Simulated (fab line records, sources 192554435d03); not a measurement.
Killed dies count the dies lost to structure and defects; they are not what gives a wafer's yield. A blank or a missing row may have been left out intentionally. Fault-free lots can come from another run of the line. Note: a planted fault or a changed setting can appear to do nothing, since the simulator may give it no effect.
Chamber matching / flow n5-finfet / 3 sister chambers for N5_BEOL_M3_DEP_57 on pecvd-02
The step deposits SiCN from 3MS/NH3, target thk 8 nm, time 14 s. 3 wafers are shown with their chamber, then 9 later ones without.

== WAFERS WITH THEIR CHAMBER ==
wafer=L083.5; chamber=0; throttle-valve-pct (%)=9.7
wafer=L085.4; chamber=2; throttle-valve-pct (%)=8.1
wafer=L085.5; chamber=1; throttle-valve-pct (%)=9.4

== WAFERS WITH NO CHAMBER GIVEN ==
wafer=L086.2; throttle-valve-pct (%)=9.5
wafer=L086.4; throttle-valve-pct (%)=9.4
wafer=L086.6; throttle-valve-pct (%)=9.4
wafer=L088.3; throttle-valve-pct (%)=8.2
wafer=L088.4; throttle-valve-pct (%)=8.2
wafer=L088.5; throttle-valve-pct (%)=9.4
wafer=L094.2; throttle-valve-pct (%)=8.8
wafer=L094.3; throttle-valve-pct (%)=9.3
wafer=L094.5; throttle-valve-pct (%)=9.3

== THE CHAMBER EACH PASSED THROUGH ==
wafer=L086.2; from the rows above=can't be placed: 1 or 0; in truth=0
wafer=L086.4; from the rows above=can't be placed: 1 or 0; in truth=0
wafer=L086.6; from the rows above=can't be placed: 1 or 0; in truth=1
wafer=L088.3; from the rows above=2; in truth=2
wafer=L088.4; from the rows above=2; in truth=2
wafer=L088.5; from the rows above=can't be placed: 1 or 0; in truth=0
wafer=L094.2; from the rows above=can't be placed: 1 or 2 or 0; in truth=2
wafer=L094.3; from the rows above=can't be placed: 1 or 0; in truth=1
wafer=L094.5; from the rows above=can't be placed: 1 or 0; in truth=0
Correct placement for 2 of the 9. Not placeable from these rows: 7 (in 7, the candidates include the true chamber). Placed wrongly: 0.
How it was worked out, from the rows above alone: a wafer's distance from a chamber is the root of the sum, over the readings, of the square of ((its reading less the chamber's mean) divided by the reading's scatter). The wafer belongs to the nearest chamber; if the next one is less than 2 further off, it can't be placed. Each chamber's mean is taken over the wafers shown for it. The scatter: with one shown wafer a chamber, the root of the mean of the squares of how far each hidden wafer lies from its nearest shown one.
